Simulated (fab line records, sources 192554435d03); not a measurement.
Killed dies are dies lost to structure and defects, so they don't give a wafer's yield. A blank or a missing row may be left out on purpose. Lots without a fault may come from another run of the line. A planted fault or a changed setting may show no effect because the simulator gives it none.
One fault seen from 2 desks | flow n5_finfet | each desk has only its own numbers; what lay behind them comes last

THE TOOL OWNER'S DESK: euv_scanner-02
The tool's own readings at N5_BEOL_M2_EXPOSE_25 (exposes mask V1, defocus 5 nm): means of the sampled wafers that have a number, for each lot that ran on this tool. A lot is out of limits, marked OUT, if its mean lies more than 4 standard deviations from the usual mean; the brackets give that distance.
Columns: A = exposure_dose_mJ_cm2 at N5_BEOL_M2_EXPOSE_25, usual 62.97
lot  | first seen here | A
L647 | day 7 07:17     | 63.05
L650 | day 8 15:50     | 63.02
L652 | day 8 19:08     | 63.03
L660 | day 10 17:11    | 63.07
L664 | day 11 09:34    | 65.52 (+27) OUT
L665 | day 11 18:19    | 65.15 (+23) OUT
This desk's finding: out of limits on L664, L665; first on L664, day 11 09:34 (exposure_dose_mJ_cm2 at N5_BEOL_M2_EXPOSE_25). In limits: L647, L650, L652, L660.

THE METROLOGY DESK
What the gauges read, lot by lot, whatever tool the lot ran on: means of the sampled wafers that have a number. A lot is out of limits, marked OUT, if its mean lies more than 4 standard deviations from the usual mean; the brackets give that distance. Of its 13 readings 7 are shown: those that lie furthest out on some lot.
Columns: A = cd_nm at N5_BEOL_M2_CD_MEAS_18, usual 18.0 nm; B = cd_nm at N5_BEOL_M2_CD_MEAS_28, usual 26.15 nm; C = DIBL_N at N5_BEOL_M4_RC_MEAS_101, usual 37.2 mV/V; D = IOFF_N at N5_BEOL_M4_RC_MEAS_101, usual 0.17 nA/um; E = ION_N at N5_BEOL_M4_RC_MEAS_101, usual 681 uA/um; F = VT_N at N5_BEOL_M4_RC_MEAS_101, usual 249 mV; G = VT_P at N5_BEOL_M4_RC_MEAS_101, usual -248 mV
lot  | first seen here | A    | B     | C    | D    | E   | F   | G
L645 | day 6 18:28     | 18.2 | 25.82 | 35.3 | 0.14 | 667 | 252 | -250
L647 | day 7 06:59     | 17.8 | 26.26 | 38.5 | 0.19 | 685 | 249 | -252
L648 | day 7 18:21     | 18.2 | 26.08 | 38.3 | 0.18 | 681 | 247 | -244
L650 | day 8 15:32     | 17.9 | 26.27 | 38.6 | 0.21 | 696 | 244 | -248
L652 | day 8 18:57     | 17.7 | 25.95 | 35.6 | 0.15 | 670 | 250 | -249
L655 | day 9 16:43     | 18.0 | 26.32 | 36.5 | 0.15 | 681 | 251 | -248
L660 | day 10 16:59    | 18.1 | 26.03 | 39.2 | 0.22 | 687 | 246 | -243
L664 | day 11 09:20    | 17.8 | 27.14 | 35.6 | 0.16 | 681 | 251 | -249
L665 | day 11 18:08    | 18.1 | 26.82 | 36.7 | 0.18 | 688 | 246 | -248
L666 | day 11 23:24    | 18.4 | 25.95 | 36.1 | 0.16 | 684 | 249 | -249
This desk's finding: nothing out of limits on any of the 10 lots.

PUT TOGETHER
The tool owner's desk could have raised an alarm at day 11 09:34, on L664, L665.
The metrology desk saw nothing out of limits.
The metrology desk has L664, L665 on record, within its limits.
Of the lots named, all ran N5_BEOL_M2_EXPOSE_25 on euv_scanner-02.

WHAT THE SIMULATOR HAD PUT IN
Process parameter drift: euv_scanner-02, from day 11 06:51 on, at N5_BEOL_M2_EXPOSE_25. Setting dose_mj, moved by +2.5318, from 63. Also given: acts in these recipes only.
Lots struck among those shown: L664, L665.
Hours from the fault's start to each desk's first reading out of limits: the tool owner's desk, 3.
